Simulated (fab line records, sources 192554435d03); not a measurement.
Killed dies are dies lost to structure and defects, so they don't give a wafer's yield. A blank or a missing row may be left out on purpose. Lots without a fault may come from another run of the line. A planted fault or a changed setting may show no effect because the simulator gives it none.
Which tool did it? | flow n5_finfet | 9 lots, 27 wafers sampled, at 7 steps of a route of 1938

WHAT THE GAUGES READ, wafer by wafer
N5_STI_FIN_REVEAL_CD_MEAS_22: target cd 6.238 nm, pitch 28 nm.
lot  | measured    | on        | cd_nm (nm)
L640 | day 2 11:41 | cd_sem-02 | 5.87 5.87 5.84
L641 | day 2 19:54 | cd_sem-01 | 6.47 5.73 6.05
L646 | day 4 02:24 | cd_sem-03 | 6.09 5.84 5.69
L647 | day 4 07:41 | cd_sem-02 | 6.64 6.38 5.91
L648 | day 4 15:41 | cd_sem-03 | 6.36 6.75 6.06
L653 | day 5 20:41 | cd_sem-03 | 6.45 6.27 6.55
L654 | day 6 01:20 | cd_sem-02 | 6.33 6.19 6.23
L658 | day 7 02:59 | cd_sem-03 | 6.33 5.70 6.19
L661 | day 7 19:05 | cd_sem-02 | 6.31 6.47 6.17

N5_STI_FIN_REVEAL_FIN_H_MEAS_10.
lot  | measured    | on     | trench_depth_nm (nm)
L640 | day 2 11:43 | ocd-01 | 51.9 51.3 50.7
L641 | day 2 19:56 | ocd-02 | 52.7 51.6 52.1
L646 | day 4 02:26 | ocd-01 | 51.0 53.2 52.1
L647 | day 4 07:43 | ocd-02 | 51.5 51.6 52.1
L648 | day 4 15:43 | ocd-02 | 53.6 52.8 53.4
L653 | day 5 20:43 | ocd-01 | 51.9 52.0 51.5
L654 | day 6 01:22 | ocd-01 | 51.8 51.7 52.5
L658 | day 7 03:01 | ocd-02 | 50.8 50.6 50.8
L661 | day 7 19:07 | ocd-01 | 51.4 51.6 52.1

N5_DUMMY_GATE_CD_MEAS_24: target cd 15 nm.
lot  | measured    | on        | cd_nm (nm)
L640 | day 2 21:24 | cd_sem-01 | 14.8 15.1 14.8
L641 | day 3 05:31 | cd_sem-03 | 15.2 14.9 14.6
L646 | day 4 13:02 | cd_sem-03 | - - -
L647 | day 4 17:17 | cd_sem-03 | - - -
L648 | day 5 04:19 | cd_sem-02 | - - -
L653 | day 6 06:20 | cd_sem-02 | 15.2 14.4 15.0
L654 | day 6 11:06 | cd_sem-02 | 14.5 14.8 15.5
L658 | day 7 13:58 | cd_sem-02 | 15.2 15.4 15.8
L661 | day 8 06:47 | cd_sem-03 | 15.6 15.1 15.5

N5_DUMMY_GATE_INSPECT_27: inspects for defects (brightfield).
lot  | measured    | on                | raw_defect_count
L640 | day 2 21:58 | defect_inspect-02 | 236 243 245
L641 | day 3 05:47 | defect_inspect-01 | 350 264 242
L646 | day 4 13:23 | defect_inspect-02 | 2534 2601 2697
L647 | day 4 17:37 | defect_inspect-02 | 2683 2692 2776
L648 | day 5 04:42 | defect_inspect-01 | 2579 2569 2688
L653 | day 6 06:41 | defect_inspect-02 | 274 218 265
L654 | day 6 11:23 | defect_inspect-02 | 268 309 221
L658 | day 7 14:20 | defect_inspect-01 | 278 221 332
L661 | day 8 07:13 | defect_inspect-01 | 284 308 447

N5_BEOL_M4_RC_MEAS_101.
lot  | measured     | on        | DIBL_N (mV/V)  | DIBL_P (mV/V)  | IOFF_N (nA/um)    | IOFF_P (nA/um)    | ION_N (uA/um) | ION_P (uA/um) | SS_N (mV/dec)  | SS_P (mV/dec)  | VT_N (mV)         | VT_P (mV)
L640 | day 7 14:05  | prober-01 | 36.3 35.6 36.4 | 35.8 34.9 35.2 | 0.162 0.149 0.160 | 0.194 0.182 0.188 | 674 654 655   | 458 449 453   | 71.9 71.7 71.4 | 73.4 73.3 74.0 | 249.4 250.6 249.2 | -251.8 -255.3 -251.0
L641 | day 8 04:02  | prober-02 | 36.6 36.5 37.0 | 35.3 34.2 35.8 | 0.157 0.150 0.172 | 0.211 0.201 0.227 | 666 667 672   | 463 459 464   | 71.3 72.1 71.7 | 72.8 73.1 73.0 | 249.4 252.6 248.8 | -248.3 -251.7 -248.0
L653 | day 11 14:11 | prober-02 | 36.5 37.9 38.2 | 37.6 39.0 39.6 | 0.160 0.177 0.188 | 0.190 0.217 0.213 | 662 671 659   | 452 462 452   | 71.1 71.5 72.3 | 73.3 73.3 73.2 | 250.8 249.7 244.9 | -252.2 -253.4 -249.8
L654 | day 11 14:03 | prober-01 | 37.2 36.6 36.7 | 36.8 36.3 36.4 | 0.174 0.165 0.160 | 0.223 0.218 0.224 | 675 671 678   | 460 460 467   | 72.2 71.4 72.6 | 73.9 73.3 73.4 | 251.4 248.3 253.3 | -249.7 -249.7 -249.6
L658 | day 12 16:58 | prober-01 | 33.7 32.4 34.8 | 35.5 33.5 36.5 | 0.131 0.114 0.151 | 0.181 0.160 0.200 | 664 662 660   | 458 455 454   | 71.2 71.1 70.9 | 72.7 72.2 73.3 | 252.4 254.5 249.7 | -252.3 -253.9 -249.8
L661 | day 13 12:11 | prober-01 | 36.0 37.5 36.9 | 36.4 38.9 38.2 | 0.163 0.194 0.180 | 0.219 0.256 0.244 | 675 671 674   | 461 460 465   | 71.3 71.9 71.4 | 73.2 73.7 73.9 | 246.9 245.0 247.3 | -248.3 -248.7 -248.9

WHICH TOOL RAN EACH LOT (tool, then ch and the chambers of the sampled wafers, then the start)
lot  | N5_STI_FIN_REVEAL_ETCHBACK_08     | N5_DUMMY_GATE_PECVD_30
L640 | rie_diel-01 ch 0,2, day 2 08:45   | pecvd-03 ch 0,1,2, day 2 19:58
L641 | rie_diel-04 ch 0,2,3, day 2 16:58 | pecvd-03 ch 0,1,2, day 3 04:10
L646 | rie_diel-01 ch 0,2,3, day 3 23:27 | pecvd-03 ch 0,1, day 4 10:40
L647 | rie_diel-03 ch 0,3, day 4 04:45   | pecvd-04 ch 0,1,2, day 4 15:58
L648 | rie_diel-01 ch 2,3, day 4 12:41   | pecvd-03 ch 0,2, day 5 02:49
L653 | rie_diel-03 ch 0,2,3, day 5 17:46 | pecvd-04 ch 0,1,2, day 6 04:59
L654 | rie_diel-01 ch 1,2, day 5 22:24   | pecvd-03 ch 1,2, day 6 09:38
L658 | rie_diel-04 ch 0,2,3, day 6 23:49 | pecvd-03 ch 0,1, day 7 12:39
L661 | rie_diel-03 ch 1,2,3, day 7 16:10 | pecvd-03 ch 0,1, day 8 05:19
- N5_STI_FIN_REVEAL_ETCHBACK_08: etches SiO2 in C4F6/O2, target depth 30.5 nm, time 10.167 s.
- N5_DUMMY_GATE_PECVD_30: deposits SiO2 from TEOS/O2, target thk 55 nm, time 10.8 s.

WHAT THE TOOLS THEMSELVES READ (means of the sampled wafers that have a number; where no wafer has one, the mark that the record gives instead)
N5_STI_FIN_REVEAL_ETCHBACK_08.
lot  | tool        | C4F6_flow_sccm (sccm) | drypump_motor_current_A (A) | oes_product_au (a.u.) | rf_vpp_V (V) | showerhead_plenum_p_Torr (Torr) | throttle_valve_pct (%)
L640 | rie_diel-01 | 10.01                 | 6.2                         | 0.71                  | 669          | 2.76                            | 21.37
L641 | rie_diel-04 | 10.04                 | 5.6                         | 0.74                  | 660          | 2.83                            | 21.23
L646 | rie_diel-01 | 10.02                 | 6.2                         | 0.80                  | 667          | 2.83                            | 21.28
L647 | rie_diel-03 | 9.99                  | 5.7                         | 0.72                  | 663          | 2.90                            | 21.09
L648 | rie_diel-01 | 10.02                 | 6.0                         | 0.83                  | 667          | 2.89                            | 21.09
L653 | rie_diel-03 | 10.02                 | 5.8                         | 0.71                  | 666          | 2.86                            | 21.16
L654 | rie_diel-01 | 10.01                 | 6.1                         | 0.76                  | 668          | 2.86                            | 21.16
L658 | rie_diel-04 | 10.01                 | 5.5                         | 0.71                  | 659          | 2.82                            | 21.26
L661 | rie_diel-03 | 10.00                 | 6.0                         | 0.70                  | 669          | 2.81                            | 21.30

N5_DUMMY_GATE_PECVD_30.
lot  | tool     | chamber_pressure_Torr (Torr)
L640 | pecvd-03 | 6.497
L641 | pecvd-03 | 6.508
L646 | pecvd-03 | -
L647 | pecvd-04 | -
L648 | pecvd-03 | -
L653 | pecvd-04 | 6.501
L654 | pecvd-03 | 6.521
L658 | pecvd-03 | 6.499
L661 | pecvd-03 | 6.514

THE ANSWER, worked out from the rows above alone
Rule: what is usual is taken from the lots themselves. Put in order of their means at a reading, lots are off if they are a third of the lots or fewer, leave a main group of 4 or more, and stand apart from it by a gap of 3 or more times the standard deviation of the main group's means; of several such gaps the widest counts. A main group whose means are all the same, to the digits that the tables above print for the reading, isn't used. A lot without any number at a reading at which 4 lots or more have one is off too. The other lots that the step has rows for count as sound. The gauges are gone through in route order, then the tools' own readings, and for those a lot's mean is taken as printed above. The first step at which some lot is off is used, and at that step the reading that is off furthest; a lot without a number counts as furthest.
Off: L646, L647, L648, at N5_DUMMY_GATE_CD_MEAS_24 (cd_nm). Without a number there: L646, L647, L648. The main group: mean 15.1 nm, standard deviation 0.25.
A tool fits if, at a process step before that reading, it ran every lot that is off, and no sound lot after the first of them. The gauges at N5_DUMMY_GATE_CD_MEAS_24 aren't tried: what is off there is off at N5_DUMMY_GATE_INSPECT_27 too, on other tools, and a gauge's error can't cause that. None of those tried fits.

WHAT THE SIMULATOR HAD PUT IN
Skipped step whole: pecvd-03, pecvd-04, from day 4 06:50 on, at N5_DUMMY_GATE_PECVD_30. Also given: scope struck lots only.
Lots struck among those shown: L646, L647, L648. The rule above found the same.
